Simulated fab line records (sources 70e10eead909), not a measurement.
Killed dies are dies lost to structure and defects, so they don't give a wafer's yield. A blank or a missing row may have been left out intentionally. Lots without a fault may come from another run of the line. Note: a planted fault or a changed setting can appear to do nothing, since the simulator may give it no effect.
Problem report in the 8D (eight disciplines) form, filled by code	flow nand_harc	the parts of the form that need people (team, actions taken, sign-off) are left out

== 1. WHAT IS WRONG ==
Wafers without a fault read 1001 nm, standard deviation 11; thk_nm at NHARC_A_ONON_D1_THK_MEAS_30 reads a mean of 1089 nm on 4 wafers belonging to 3 lots. Measured from the usual mean, that is +8.0 standard deviations.
The step: measures by ellipsometry.
The first sign was on wafer L655.3 at day 11 04:16, on film_metro-02. Wafers with a number at this step in the record: 43, from 15 lots. Rule for "out", or "out of limits": more than 4 standard deviations from the usual mean. The other wafers with a number count as sound.

== 2. WHAT IT IS AND WHAT IT IS NOT ==
question	is	is not
which readings at this step	thk_nm	-
which lots	L653, L655, L658	L642, L643, L645, L646, L647, L648, L650, L651, L652, L657, L664, L665
which wafers of those lots	L653.5, L655.3, L655.5, L658.3	L653.1, L655.6, L658.1
read on which gauges	film_metro-01, film_metro-02	-
when	from day 11 04:16	up to then (28 sound wafers); but 11 sound wafers of L653, L657, L658, L664, L665 came after

== 3. SUSPECTS, AND WHAT RULES EACH OUT ==
Counting: if a tool at a process step up to the reading ran every lot that is out, it stays a suspect. Sound lots after the first of them don't rule it out here, since some wafers of a struck lot are sound.
- the gauge at NHARC_A_ONON_D1_THK_MEAS_30: ruled out. Those wafers that are out were read across 2 gauges (film_metro-01, film_metro-02).
- rtp_anneal-01 at NHARC_P_BONDPAD_ANNEAL_28 (time 90 s): kept. It ran every lot that is out, first L653 (day 9 15:04); its last sound lot up to then is L652 (day 8 21:32).
- pecvd_onon-01 at NHARC_A_ONON_D1_DEP_28 (target thk 1000 nm): kept. It ran every lot that is out, first L655 (day 11 03:51); its last sound lot up to then is L652 (day 10 13:08).
The count leaves pecvd_onon-01 at NHARC_A_ONON_D1_DEP_28 and rtp_anneal-01 at NHARC_P_BONDPAD_ANNEAL_28.

== 4. THE CAUSE (what the simulator had put in) ==
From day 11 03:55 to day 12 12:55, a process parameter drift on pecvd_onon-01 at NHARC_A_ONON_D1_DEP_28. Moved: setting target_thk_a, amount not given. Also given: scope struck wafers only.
After counting, 2 suspects remain, this tool included.

== 5. SEQUENCE OF EFFECTS, ordered by route ==
Each row: a reading where the mean over the struck wafers with a number is more than 3 standard deviations away from the usual. Only readings for which the record gives a usual standard deviation are gone through. hours: the time from each lot's start at the first step in this table that gives one to its start at this step, as a median over the lots. sigmas: the change in usual standard deviations.
hours	step	reading	usual	on struck wafers	change	sigmas
0	NHARC_A_ONON_D1_THK_MEAS_30	thk_nm	1001 nm	1089	+88	+8.0

== 6. HOW IT WOULD HAVE BEEN CAUGHT EARLIER ==
The first out-of-limits reading at a measuring or inspecting step in this record came at day 11 04:16, 0 hours after the fault's start at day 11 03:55.
An alarm limit of 4 standard deviations would not have fired on the tool readings at NHARC_A_ONON_D1_DEP_28 for which the record gives a usual standard deviation, since none of them was out on any struck wafer.
Of the lots that are out (3), L658 began NHARC_A_ONON_D1_DEP_28 on pecvd_onon-01 after day 11 04:16. Had the tool been put on hold then, it would have been spared.
